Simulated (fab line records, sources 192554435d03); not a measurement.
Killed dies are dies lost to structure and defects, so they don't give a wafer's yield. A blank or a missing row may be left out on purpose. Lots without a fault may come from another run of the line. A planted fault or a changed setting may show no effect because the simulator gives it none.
Chamber matching | flow n5_finfet | N5_BEOL_M1_ETCH_69 on rie_diel-01: 4 sister chambers
The step etches SiARC in CF4, target depth 15.6 nm, time 26 s. 24 wafers are shown with their chamber, then 12 later ones without.

WAFERS WITH THEIR CHAMBER
wafer  | chamber | drypump_motor_current_A (A) | showerhead_plenum_p_Torr (Torr) | throttle_valve_pct (%)
L076.2 | 3       | 5.1                         | 2.20                            | 15.7
L076.3 | 2       | 5.7                         | 2.10                            | 15.3
L076.6 | 1       | 5.7                         | 2.18                            | 15.5
L080.1 | 3       | 5.2                         | 2.19                            | 15.7
L080.4 | 0       | 5.6                         | 2.15                            | 15.6
L080.6 | 2       | 5.7                         | 2.09                            | 15.3
L081.4 | 0       | 5.6                         | 2.15                            | 15.6
L081.5 | 3       | 5.2                         | 2.19                            | 15.7
L081.6 | 2       | 5.7                         | 2.09                            | 15.3
L083.1 | 1       | 5.8                         | 2.17                            | 15.5
L083.2 | 2       | 5.7                         | 2.09                            | 15.3
L083.4 | 1       | 5.8                         | 2.17                            | 15.5
L085.2 | 0       | 5.6                         | 2.14                            | 15.6
L085.3 | 2       | 5.7                         | 2.09                            | 15.3
L085.4 | 3       | 5.1                         | 2.19                            | 15.2
L086.2 | 1       | 5.7                         | 2.17                            | 15.5
L086.3 | 3       | 5.1                         | 2.19                            | 15.2
L086.5 | 2       | 5.7                         | 2.09                            | 15.3
L087.2 | 1       | 5.7                         | 2.17                            | 15.5
L087.3 | 0       | 5.6                         | 2.14                            | 15.6
L087.6 | 0       | 5.6                         | 2.14                            | 15.6
L089.3 | 0       | 5.6                         | 2.14                            | 15.6
L089.5 | 3       | 5.1                         | 2.19                            | 15.3
L089.6 | 0       | 5.6                         | 2.14                            | 15.6

SIGNATURES (means of the wafers above)
reading                  | chamber 0 | chamber 1 | chamber 2 | chamber 3 | scatter within a chamber
drypump_motor_current_A  | 5.600     | 5.740     | 5.700     | 5.133     | 0.0356
showerhead_plenum_p_Torr | 2.1429    | 2.1720    | 2.0917    | 2.1917    | 0.00441
throttle_valve_pct       | 15.600    | 15.500    | 15.300    | 15.467    | 0.129
Rule: a wafer's distance from a chamber is the root of the sum, over the readings, of the square of ((its reading less the chamber's mean) divided by the reading's scatter). The wafer belongs to the nearest chamber; if the next one is less than 2 further off, it can't be placed. The scatter: the root of (the sum of the squares of (reading less its chamber's mean) over the shown wafers, divided by (wafers less chambers)).

WAFERS WITHOUT THEIR CHAMBER
wafer  | drypump_motor_current_A (A) | showerhead_plenum_p_Torr (Torr) | throttle_valve_pct (%)
L090.2 | 5.7                         | 2.09                            | 15.4
L090.5 | 5.7                         | 2.17                            | 15.5
L090.6 | 5.6                         | 2.14                            | 15.6
L095.1 | 5.2                         | 2.18                            | 15.3
L095.2 | 5.7                         | 2.08                            | 15.4
L095.4 | 5.8                         | 2.16                            | 15.6
L094.1 | 5.1                         | 2.18                            | 15.3
L094.2 | 5.7                         | 2.16                            | 15.6
L094.6 | 5.6                         | 2.14                            | 15.6
L096.2 | 5.1                         | 2.18                            | 15.3
L096.4 | 5.7                         | 2.16                            | 15.6
L096.5 | 5.6                         | 2.14                            | 15.6

WHICH CHAMBER EACH WENT THROUGH
wafer  | from the rows above     | in truth
L090.2 | 2                       | 2
L090.5 | 1                       | 1
L090.6 | 0                       | 0
L095.1 | 3                       | 3
L095.2 | 2                       | 2
L095.4 | 1                       | 1
L094.1 | 3                       | 3
L094.2 | can't be placed: 1 or 0 | 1
L094.6 | 0                       | 0
L096.2 | 3                       | 3
L096.4 | can't be placed: 1 or 0 | 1
L096.5 | 0                       | 0
Placed correctly: 10 of 12. Can't be placed from these rows: 2 (the true chamber is among the candidates in 2). Placed wrongly: 0.
